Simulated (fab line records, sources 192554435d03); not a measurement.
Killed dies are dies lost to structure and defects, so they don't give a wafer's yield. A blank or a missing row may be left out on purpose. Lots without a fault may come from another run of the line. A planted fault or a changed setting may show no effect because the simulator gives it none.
Chamber matching | flow n5_finfet | N5_GATE_CUT_STRIP_41 on rie_diel-03: 4 sister chambers
The step strips in CF4. 4 wafers are shown with their chamber, then 11 later ones without.

WAFERS WITH THEIR CHAMBER
wafer  | chamber | showerhead_plenum_p_Torr (Torr)
L087.5 | 2       | 1.78
L091.3 | 0       | 1.88
L091.6 | 1       | 1.78
L092.1 | 3       | 1.73

WAFERS WITHOUT THEIR CHAMBER
wafer  | showerhead_plenum_p_Torr (Torr)
L092.4 | 1.78
L092.6 | 1.73
L095.1 | 1.73
L095.2 | 1.78
L095.5 | 1.73
L096.1 | 1.78
L096.2 | 1.78
L096.6 | 1.73
L097.1 | 1.78
L097.3 | 1.87
L097.5 | 1.78

WHICH CHAMBER EACH WENT THROUGH
wafer  | from the rows above     | in truth
L092.4 | can't be placed: 1 or 2 | 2
L092.6 | 3                       | 3
L095.1 | 3                       | 3
L095.2 | can't be placed: 1 or 2 | 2
L095.5 | 3                       | 3
L096.1 | can't be placed: 1 or 2 | 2
L096.2 | can't be placed: 1 or 2 | 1
L096.6 | 3                       | 3
L097.1 | can't be placed: 1 or 2 | 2
L097.3 | 0                       | 0
L097.5 | can't be placed: 1 or 2 | 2
Placed correctly: 5 of 11. Can't be placed from these rows: 6 (the true chamber is among the candidates in 6). Placed wrongly: 0.
How it was worked out, from the rows above alone: a wafer's distance from a chamber is the root of the sum, over the readings, of the square of ((its reading less the chamber's mean) divided by the reading's scatter). The wafer belongs to the nearest chamber; if the next one is less than 2 further off, it can't be placed. A chamber's mean is the mean of its shown wafers. The scatter: with one shown wafer a chamber, the root of the mean of the squares of how far each hidden wafer lies from its nearest shown one.
